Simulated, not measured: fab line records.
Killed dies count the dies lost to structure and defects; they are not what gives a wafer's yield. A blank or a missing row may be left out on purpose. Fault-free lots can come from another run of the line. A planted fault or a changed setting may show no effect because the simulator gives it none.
The tool behind it: which one?	flow nand harc	24 lots with 72 wafers sampled at 6 steps, on a route of 1159 steps

WHAT THE GAUGES SHOWED, per wafer
Not one reading of a measure or inspect step in the record can be checked against a usual standard deviation.

EACH LOT AND THE TOOL THAT RAN IT (in order: tool; ch and the chambers of the sampled wafers; start)
lot	NHARC_A_STAIRCASE_TRIM_220	NHARC_A_STAIRCASE_TRIM_224	NHARC_A_STAIRCASE_ETCH_227	NHARC_A_STAIRCASE_ETCH_234	NHARC_A_STAIRCASE_DEP_151	NHARC_A_STAIRCASE_STRIP_446
L075	rie diel-13 ch 0,1,2, day 11 15:36	rie diel-13 ch 1,2,3, day 13 00:19 or earlier	rie diel-13 ch 1,2,3, day 13 00:19 or earlier	rie diel-03 ch 0,1,3, day 13 00:19 or earlier	pecvd-01 ch 0,1,2, day 13 00:19	plasma asher-01 ch 0,1, day 14 02:37
L076	rie diel-03 ch 0,2, day 11 16:56	rie diel-03 ch 1,2, day 13 00:19 or earlier	rie diel-03 ch 0,1,2, day 13 00:19 or earlier	rie diel-03 ch 0,2,3, day 13 00:19 or earlier	pecvd-04 ch 0,1,2, day 13 00:19	plasma asher-01 ch 0,1, day 14 02:20
L078	rie diel-03 ch 0,1,2, day 11 20:08	rie diel-03 ch 0,1,2, day 13 00:31 or earlier	rie diel-03 ch 1,2,3, day 13 00:31 or earlier	rie diel-03 ch 0,1,3, day 13 00:31 or earlier	pecvd-03 ch 0,1,2, day 13 00:31	plasma asher-02 ch 0,1, day 14 03:49
L074	rie diel-13 ch 0,1,3, day 11 20:37	rie diel-13 ch 0,2,3, day 13 06:24 or earlier	rie diel-13 ch 0,1,2, day 13 06:24 or earlier	rie diel-13 ch 0,1,2, day 13 06:24 or earlier	pecvd-01 ch 0,1, day 13 06:24	plasma asher-01 ch 0,1, day 14 09:31
L077	rie diel-03 ch 0,1,3, day 12 01:05	rie diel-03 ch 1,2,3, day 13 09:58 or earlier	rie diel-03 ch 0,2,3, day 13 09:58 or earlier	rie diel-13 ch 0,1, day 13 09:58 or earlier	pecvd-01 ch 0,2, day 13 09:58	plasma asher-01 ch 0,1, day 14 09:51
L079	rie diel-13 ch 0,1,3, day 12 05:05	rie diel-13 ch 0,1,3, day 13 09:38 or earlier	rie diel-13 ch 1,2,3, day 13 09:38 or earlier	rie diel-01 ch 0,1,3, day 13 09:38 or earlier	pecvd-04 ch 0,1, day 13 09:38	plasma asher-01 ch 0,1, day 14 11:59
L080	rie diel-03 ch 0,1, day 12 16:51	rie diel-03 ch 0,2,3, day 13 23:55 or earlier	rie diel-03 ch 0,1, day 13 23:55 or earlier	rie diel-03 ch 0,3, day 13 23:55 or earlier	pecvd-04 ch 1,2, day 13 23:55	plasma asher-02 ch 0,1, day 15 01:40
L083	rie diel-03 ch 0,1, day 13 03:52	rie diel-03 ch 1,3, day 14 14:08 or earlier	rie diel-03 ch 0,2, day 14 14:08 or earlier	rie diel-13 ch 0,1,2, day 14 14:08 or earlier	pecvd-01 ch 0,1,2, day 14 14:08	plasma asher-01 ch 0,1, day 15 18:23
L082	rie diel-01 ch 0,3, day 13 04:15	rie diel-01 ch 2,3, day 14 14:08 or earlier	rie diel-01 ch 0,2,3, day 14 14:08 or earlier	rie diel-13 ch 1,2, day 14 14:08 or earlier	pecvd-03 ch 0,1, day 14 14:08	plasma asher-02 ch 0,1, day 15 18:17
L081	rie diel-01 ch 0,1,3, day 13 07:27	rie diel-01 ch 0,1,3, day 14 22:40 or earlier	rie diel-01 ch 0,1,3, day 14 22:40 or earlier	rie diel-01 ch 1,3, day 14 22:40 or earlier	pecvd-01 ch 0,2, day 14 22:40	plasma asher-01 ch 0,1, day 16 06:02
L084	rie diel-13 ch 0,1,3, day 13 16:28	rie diel-13 ch 1,2,3, day 15 05:20 or earlier	rie diel-13 ch 0,2,3, day 15 05:20 or earlier	rie diel-13 ch 0,2,3, day 15 05:20 or earlier	pecvd-03 ch 0,2, day 15 05:20	plasma asher-01 ch 0,1, day 16 06:19
L089	rie diel-13 ch 1,3, day 14 03:46	rie diel-13 ch 1,3, day 15 13:35 or earlier	rie diel-13 ch 1,3, day 15 13:35 or earlier	rie diel-13 ch 0,1,2, day 15 13:35 or earlier	pecvd-04 ch 1,2, day 15 13:35	plasma asher-02 ch 0,1, day 16 16:04
L085	rie diel-13 ch 0,1,3, day 14 06:58	rie diel-13 ch 1,2,3, day 15 13:35 or earlier	rie diel-13 ch 0,1,3, day 15 13:35 or earlier	rie diel-13 ch 1,2,3, day 15 13:35 or earlier	pecvd-01 ch 0,1,2, day 15 13:35	plasma asher-01 ch 0,1, day 16 16:14
L087	rie diel-01 ch 0,1, day 14 16:22	rie diel-01 ch 0,1,2, day 16 00:55 or earlier	rie diel-01 ch 1,2, day 16 00:55 or earlier	rie diel-03 ch 2,3, day 16 00:55 or earlier	pecvd-04 ch 1,2, day 16 00:55	plasma asher-01 ch 0, day 17 02:11
L086	rie diel-03 ch 0,3, day 14 21:14	rie diel-03 ch 2,3, day 16 00:49 or earlier	rie diel-03 ch 2,3, day 16 00:49 or earlier	rie diel-13 ch 0,1, day 16 00:49 or earlier	pecvd-03 ch 0,1,2, day 16 00:49	plasma asher-02 ch 0,1, day 17 01:22
L090	rie diel-03 ch 0,3, day 15 02:31	rie diel-03 ch 0,3, day 16 13:01 or earlier	rie diel-03 ch 0,3, day 16 13:01 or earlier	rie diel-01 ch 1,2,3, day 16 13:01 or earlier	pecvd-03 ch 1,2, day 16 13:01	plasma asher-01 ch 0,1, day 17 16:08
L088	rie diel-13 ch 0,2, day 15 03:59	rie diel-13 ch 1,3, day 16 13:07 or earlier	rie diel-13 ch 1,2,3, day 16 13:07 or earlier	rie diel-13 ch 0,2,3, day 16 13:07 or earlier	pecvd-04 ch 0,2, day 16 13:07	plasma asher-02 ch 0,1, day 17 17:25
L091	rie diel-03 ch 0,3, day 15 11:04	rie diel-03 ch 0,3, day 16 19:42 or earlier	rie diel-03 ch 0,3, day 16 19:42 or earlier	rie diel-01 ch 1,2,3, day 16 19:42 or earlier	pecvd-01 ch 0,1, day 16 19:42	plasma asher-02 ch 0,1, day 17 20:07
L092	rie diel-01 ch 0,2,3, day 15 11:12	rie diel-01 ch 0,2,3, day 16 19:52 or earlier	rie diel-01 ch 0,1,2, day 16 19:52 or earlier	rie diel-13 ch 2,3, day 16 19:52 or earlier	pecvd-03 ch 0,1,2, day 16 19:52	plasma asher-01 ch 0,1, day 17 20:25
L094	rie diel-01 ch 1,2,3, day 15 22:46	rie diel-01 ch 0,1,2, day 17 10:20 or earlier	rie diel-01 ch 1,2,3, day 17 10:20 or earlier	rie diel-13 ch 0,2,3, day 17 10:20 or earlier	pecvd-03 ch 0,1, day 17 10:20	plasma asher-01 ch 0,1, day 18 13:12
L093	rie diel-13 ch 0,2,3, day 15 22:57	rie diel-13 ch 1,3, day 17 10:18 or earlier	rie diel-13 ch 0,1,3, day 17 10:18 or earlier	rie diel-13 ch 0,3, day 17 10:18 or earlier	pecvd-04 ch 0,1, day 17 10:18	plasma asher-02 ch 0,1, day 18 13:08
L095	rie diel-13 ch 0,3, day 16 10:57	rie diel-13 ch 1,3, day 17 20:42 or earlier	rie diel-13 ch 0,3, day 17 20:42 or earlier	rie diel-13 ch 2,3, day 17 20:42 or earlier	pecvd-01 ch 1,2, day 17 20:42	plasma asher-02 ch 0,1, day 19 00:46
L097	rie diel-03 ch 0,2, day 16 13:16	rie diel-03 ch 2,3, day 18 00:35 or earlier	rie diel-03 ch 0,2, day 18 00:35 or earlier	rie diel-03 ch 0,3, day 18 00:35 or earlier	pecvd-04 ch 0,1, day 18 00:35	plasma asher-02 ch 0,1, day 19 01:11
L096	rie diel-03 ch 0,2,3, day 16 15:38	rie diel-03 ch 2,3, day 18 00:24 or earlier	rie diel-03 ch 2,3, day 18 00:24 or earlier	rie diel-13 ch 0,2,3, day 18 00:24 or earlier	pecvd-03 ch 1,2, day 18 00:24	plasma asher-01 ch 1, day 19 00:58
- NHARC_A_STAIRCASE_TRIM_220: chemistry O2, time 211.2 s.
- NHARC_A_STAIRCASE_TRIM_224: chemistry O2, time 211.2 s.
- NHARC_A_STAIRCASE_ETCH_227: etches the open film in C4F8/O2, target depth 100 nm, time 40.5 s.
- NHARC_A_STAIRCASE_ETCH_234: etches the open film in C4F8/O2, target depth 100 nm, time 40.5 s.
- NHARC_A_STAIRCASE_DEP_151: deposits SiO2, target thk 3800 nm.
- NHARC_A_STAIRCASE_STRIP_446: strips in O2.

AS READ BY THE TOOLS THEMSELVES (means over the sampled wafers that have a number; for cases with no such wafer, the mark the record gives instead)
NHARC_A_STAIRCASE_TRIM_220. Usual: drypump motor current A 6.0 A, standard deviation 0.42; oes product au 0.999 a.u., standard deviation 0.01; rf vpp V 57.7 V, standard deviation 1; showerhead plenum p Torr 3.47 Torr, standard deviation 0.15; throttle valve pct 17.036 %, standard deviation 0.0093.
lot	tool	drypump motor current A (A)	oes product au (a.u.)	rf vpp V (V)	showerhead plenum p Torr (Torr)	throttle valve pct (%)	flag
L075	rie diel-13	5.8	1.000	58.4	3.55	17.041	
L076	rie diel-03	6.0	1.011	57.3	3.44	17.042	
L078	rie diel-03	6.1	1.005	57.3	3.36	17.047	
L074	rie diel-13	5.9	1.003	57.8	3.42	17.036	
L077	rie diel-03	6.1	1.007	57.3	3.43	17.042	
L079	rie diel-13	5.9	0.992	56.8	3.42	17.038	
L080	rie diel-03	5.9	0.999	57.2	3.43	17.031	
L083	rie diel-03	5.9	1.005	57.2	3.43	17.033	
L082	rie diel-01	5.8	0.993	57.2	3.51	17.031	
L081	rie diel-01	5.7	0.981	57.1	3.45	17.044	
L084	rie diel-13	5.9	0.992	58.1	3.60	17.032	
L089	rie diel-13	6.3	0.999	58.1	3.69	17.039	
L085	rie diel-13	5.9	0.997	58.1	3.59	17.036	
L087	rie diel-01	5.9	0.996	57.6	3.48	17.026	
L086	rie diel-03	6.0	1.000	58.2	3.49	17.030	
L090	rie diel-03	6.1	1.003	57.8	3.49	17.037	
L088	rie diel-13	5.4	1.012	58.6	3.43	17.040	
L091	rie diel-03	6.0	0.997	56.8	3.49	17.031	
L092	rie diel-01	5.8	0.998	57.6	3.42	17.036	
L094	rie diel-01	5.8	1.000	57.2	3.36	17.044	
L093	rie diel-13	5.8	0.997	58.8	3.58	17.030	
L095	rie diel-13	5.5	1.007	58.2	3.48	17.039	
L097	rie diel-03	6.2	1.004	57.2	3.35	17.045	
L096	rie diel-03	6.1	1.007	58.5	3.41	17.034	

NHARC_A_STAIRCASE_TRIM_224. Usual: drypump motor current A 6.0 A, standard deviation 0.4; oes product au 1.000 a.u., standard deviation 0.0096; rf vpp V 57.6 V, standard deviation 0.89; showerhead plenum p Torr 3.47 Torr, standard deviation 0.15; throttle valve pct 17.036 %, standard deviation 0.0094.
lot	tool	drypump motor current A (A)	oes product au (a.u.)	rf vpp V (V)	showerhead plenum p Torr (Torr)	throttle valve pct (%)	flag
L075	rie diel-13	6.3	0.994	57.7	3.52	17.038	
L076	rie diel-03	6.2	1.004	57.1	3.29	17.030	
L078	rie diel-03	6.1	1.008	57.4	3.36	17.037	
L074	rie diel-13	5.8	0.993	57.2	3.42	17.030	
L077	rie diel-03	6.2	1.001	58.6	3.36	17.036	
L079	rie diel-13	5.9	0.993	57.5	3.42	17.045	
L080	rie diel-03	6.1	0.998	58.2	3.44	17.035	
L083	rie diel-03	6.2	1.004	57.8	3.43	17.043	
L082	rie diel-01	5.6	0.993	57.1	3.33	17.041	
L081	rie diel-01	5.8	0.991	57.4	3.45	17.042	
L084	rie diel-13	6.2	0.990	57.9	3.69	17.036	
L089	rie diel-13	6.3	1.000	57.3	3.69	17.035	
L085	rie diel-13	6.3	0.993	58.5	3.69	17.041	
L087	rie diel-01	6.0	0.996	57.1	3.47	17.039	
L086	rie diel-03	6.3	1.001	57.0	3.36	17.034	
L090	rie diel-03	5.9	1.002	57.0	3.49	17.037	
L088	rie diel-13	6.4	0.999	57.8	3.74	17.038	
L091	rie diel-03	6.1	1.007	57.8	3.49	17.033	
L092	rie diel-01	5.9	0.994	57.7	3.42	17.036	
L094	rie diel-01	6.1	0.998	58.1	3.46	17.040	
L093	rie diel-13	6.3	0.997	59.0	3.74	17.033	
L095	rie diel-13	6.3	0.990	59.2	3.74	17.029	
L097	rie diel-03	6.3	1.003	57.4	3.35	17.037	
L096	rie diel-03	6.2	1.014	58.7	3.41	17.037	

NHARC_A_STAIRCASE_ETCH_227. Usual: oes product au 0.941 a.u., standard deviation 0.013; rf vpp V 894 V, standard deviation 5.7.
lot	tool	oes product au (a.u.)	rf vpp V (V)	flag
L075	rie diel-13	0.938	895	
L076	rie diel-03	0.951	889	
L078	rie diel-03	0.953	890	
L074	rie diel-13	0.935	897	
L077	rie diel-03	0.941	892	
L079	rie diel-13	0.945	895	
L080	rie diel-03	0.956	889	
L083	rie diel-03	0.954	893	
L082	rie diel-01	0.929	893	
L081	rie diel-01	0.938	893	
L084	rie diel-13	0.945	898	
L089	rie diel-13	0.934	903	
L085	rie diel-13	0.949	899	
L087	rie diel-01	0.938	891	
L086	rie diel-03	0.943	890	
L090	rie diel-03	0.940	894	
L088	rie diel-13	0.941	902	
L091	rie diel-03	0.931	894	
L092	rie diel-01	0.917	894	
L094	rie diel-01	0.932	890	
L093	rie diel-13	0.956	897	
L095	rie diel-13	0.942	894	
L097	rie diel-03	0.943	889	
L096	rie diel-03	0.955	889	

NHARC_A_STAIRCASE_ETCH_234. Usual: oes product au 0.943 a.u., standard deviation 0.01; rf vpp V 895 V, standard deviation 6.2.
lot	tool	oes product au (a.u.)	rf vpp V (V)	flag
L075	rie diel-03	0.935	893	
L076	rie diel-03	0.956	892	
L078	rie diel-03	0.947	893	
L074	rie diel-13	0.944	896	
L077	rie diel-13	0.950	893	
L079	rie diel-01	0.940	893	
L080	rie diel-03	0.938	896	
L083	rie diel-13	0.953	897	
L082	rie diel-13	0.950	900	
L081	rie diel-01	0.935	889	
L084	rie diel-13	0.941	899	
L089	rie diel-13	0.945	896	
L085	rie diel-13	0.943	902	
L087	rie diel-03	0.941	893	
L086	rie diel-13	0.959	893	
L090	rie diel-01	0.938	890	
L088	rie diel-13	0.939	898	
L091	rie diel-01	0.939	889	
L092	rie diel-13	0.944	903	
L094	rie diel-13	0.936	898	
L093	rie diel-13	0.935	901	
L095	rie diel-13	0.938	900	
L097	rie diel-03	0.935	895	
L096	rie diel-13	0.942	897	

NHARC_A_STAIRCASE_DEP_151. Usual: heater power w 622 W, standard deviation 100; mfc precursor sccm 200.0 sccm, standard deviation 0.57.
lot	tool	heater power w (W)	mfc precursor sccm (sccm)	flag
L075	pecvd-01	683	200.2	
L076	pecvd-04	646	199.9	
L078	pecvd-03	590	199.9	
L074	pecvd-01	719	199.9	
L077	pecvd-01	612	199.7	
L079	pecvd-04	604	200.2	
L080	pecvd-04	587	200.0	
L083	pecvd-01	667	200.1	
L082	pecvd-03	616	200.0	
L081	pecvd-01	572	200.1	
L084	pecvd-03	582	200.3	
L089	pecvd-04	589	199.8	
L085	pecvd-01	720	200.3	
L087	pecvd-04	659	199.3	
L086	pecvd-03	620	199.5	
L090	pecvd-03	617	200.1	
L088	pecvd-04	751	199.5	
L091	pecvd-01	719	199.7	
L092	pecvd-03	545	200.5	
L094	pecvd-03	566	200.0	
L093	pecvd-04	567	200.2	
L095	pecvd-01	621	199.9	
L097	pecvd-04	588	200.2	
L096	pecvd-03	591	199.5	

NHARC_A_STAIRCASE_STRIP_446. Usual: drypump motor current A 5.64 A, standard deviation 0.28; heater power w 343 W, standard deviation 24.
lot	tool	drypump motor current A (A)	heater power w (W)	flag
L075	plasma asher-01	5.62	338	
L076	plasma asher-01	5.78	326	
L078	plasma asher-02	5.64	377	
L074	plasma asher-01	5.62	334	
L077	plasma asher-01	5.79	322	
L079	plasma asher-01	5.60	340	
L080	plasma asher-02	5.49	354	
L083	plasma asher-01	5.61	338	
L082	plasma asher-02	5.66	374	
L081	plasma asher-01	5.78	321	
L084	plasma asher-01	5.77	330	
L089	plasma asher-02	5.46	355	
L085	plasma asher-01	5.79	325	
L087	plasma asher-01	5.94	317	
L086	plasma asher-02	5.67	361	
L090	plasma asher-01	5.61	340	
L088	plasma asher-02	5.46	353	
L091	plasma asher-02	5.66	364	
L092	plasma asher-01	5.62	333	
L094	plasma asher-01	5.63	332	
L093	plasma asher-02	5.65	367	
L095	plasma asher-02	5.45	349	
L097	plasma asher-02	5.64	362	
L096	plasma asher-01	5.46	338	

THE ANSWER, worked out from the rows above alone
Rule: a lot counts as off when the mean over its wafers that have a number is more than 3 standard deviations away from the usual mean. Also off: a lot with no number at a reading for which 4 or more lots have one. All remaining lots with rows at the step are treated as sound. After the gauges, taken in route order, come the tools' own readings; for these a lot's mean is taken, as printed above. At the first step where some lot is off, the reading lying furthest off is the one used; lots without a number count as furthest.
Across all readings shown, no lot is off: no conclusion can be drawn from this.

WHAT HAD BEEN PUT IN BY THE SIMULATOR
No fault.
